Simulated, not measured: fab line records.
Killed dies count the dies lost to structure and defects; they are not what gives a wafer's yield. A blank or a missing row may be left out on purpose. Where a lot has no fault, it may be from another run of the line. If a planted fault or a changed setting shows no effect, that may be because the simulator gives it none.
Comparing a struck lot with a sound one    flow n5 finfet    18 steps out of a route of 1938
Sound: these wafers, L695.2, L695.3, L695.5. Struck: wafers L700.1, L700.4, L700.5. At the end, the cause is stated.
Order at every step that has rows: each side's tool, ch and its chambers, its first start. Under that, the readings that differ: sound wafers    struck wafers    difference of the means    sigmas: that difference in standard deviations of wafers without a fault.
alike: same words and numbers on both sides, and readings whose means sit less than 2 such deviations apart. not compared: any withheld reading, any reading some wafer has no value for, any bound like >300 that may hide the same value, and any number with overlapping values for which the record gives no deviation.
A row with sigmas, a row that says differs or no value, or rows on one side alone: a step with any of these is where the two part. When numbers do not overlap yet have no deviation, they are printed without sigmas and do not part them. A reading that every wafer of one side lacks parts them only if that side has two wafers or more.

first, 1 step without rows for these wafers: N5_ZERO_LAYER_SRD_01 (time 30 s, dry time 30 s).
N5_ZERO_LAYER_PECVD_02: deposits SiO2 from SiH4/N2O, target thk 10 nm, time 6 s.
  sound on pecvd-02 ch 0,1, day 1 18:17; struck on pecvd-02 ch 0,1, day 3 00:17
  alike: heater power w, showerhead plenum p Torr
then, 8 steps without rows for these wafers: N5_ZERO_LAYER_HMDS_04 (time 60 s); N5_ZERO_LAYER_COAT_05 (resist thk 1000 nm); N5_ZERO_LAYER_EBR_07; N5_ZERO_LAYER_SOFTBAKE_06 (time 90 s); N5_ZERO_LAYER_EXPOSE_08 (exposes mask ZERO, defocus 0 nm, target cd 2000 nm); N5_ZERO_LAYER_PEB_09; N5_ZERO_LAYER_DEVELOP_10 (develop time 60 s); N5_ZERO_LAYER_HARDBAKE_23 (time 120 s).
N5_ZERO_LAYER_CD_MEAS_11: the cd target is 2000 nm.
  sound on cd sem-02 ch 0, day 1 18:38; struck on cd sem-02 ch 0, day 3 00:38
  alike: cd nm
N5_ZERO_LAYER_DESCUM_16: chemistry O2, time 7.9 s.
  sound on rie diel-02 ch 1,2,3, day 1 18:41; struck on rie diel-04 ch 1,3, day 3 00:52
reading                          sound           struck          difference  sigmas
showerhead plenum p Torr (Torr)  2.02 2.05 2.11  2.25 2.17 2.25  +0.16       +2
  alike: drypump motor current A, oes product au, rf vpp V, throttle valve pct
  not compared: rf hours counter h
N5_ZERO_LAYER_ETCH_17: etches SiO2 in CF4, target depth 12 nm, time 13.3 s.
  sound on rie diel-02 ch 1,2,3, day 1 18:43; struck on rie diel-04 ch 1,3, day 3 00:55
  no value came back on the struck wafers for any of 8 readings (bias w (W), cf4 flow sccm (sccm) and others); on the sound wafers bias w (W) reads 215.7 214.5 214.4
reading                                       sound              struck           difference  sigmas
model.coat_of_ZERO_LAYER_COAT_05.thk nm (nm)  971.8 973.5 971.5  984.6 986 985.7  +13.2       
  not compared: rf hours counter h
N5_ZERO_LAYER_ETCH_18: etches Si in HBr/Cl2, target depth 120 nm, time 40 s.
  sound on rie si-04 ch 0,1,3, day 1 18:47; struck on rie si-01 ch 0,1,2, day 3 00:59
reading                                       sound            struck           difference  sigmas
model.coat_of_ZERO_LAYER_COAT_05.thk nm (nm)  932.3 934.2 931  944.5 945.6 946  +12.9       
  alike: HBr_flow_sccm, bias w, drypump motor current A, mfc cl2 sccm, oes product au, throttle valve pct
  not compared: rf hours counter h
N5_ZERO_LAYER_STRIP_24: strips in O2.
  sound on plasma asher-02 ch 0,1, day 1 18:53; struck on plasma asher-01 ch 0,1, day 3 01:05
reading                       sound              struck             difference  sigmas
strip time to endpoint s (s)  43.90 43.97 43.87  44.27 44.31 44.32  +0.39       +5
  alike: drypump motor current A, heater power w, oes product au
  not compared: rf hours counter h
then, 1 step without rows for these wafers: N5_ZERO_LAYER_STRIP_19 (strips in SPM, time 900 s).
N5_BEOL_M4_RC_MEAS_101:
  the record has rows for the sound wafers here (prober-02 ch 0, day 8 20:24) and none for the struck ones
-- the record jumps here: 12 days lie between the struck wafers' starts before and after (it left off in module BEOL_M4 and takes up again in module PASSIVATION, whose first step shown is number 1936 of the route) --
N5_PASSIVATION_PROBE_49:
  rows exist in the record for the struck wafers here (prober-02, day 14 13:32), but not for the sound ones

WHERE THEY PART
At N5_ZERO_LAYER_DESCUM_16 first; at N5_PASSIVATION_PROBE_49 last (within this record only).

WHY: what the simulator had put in
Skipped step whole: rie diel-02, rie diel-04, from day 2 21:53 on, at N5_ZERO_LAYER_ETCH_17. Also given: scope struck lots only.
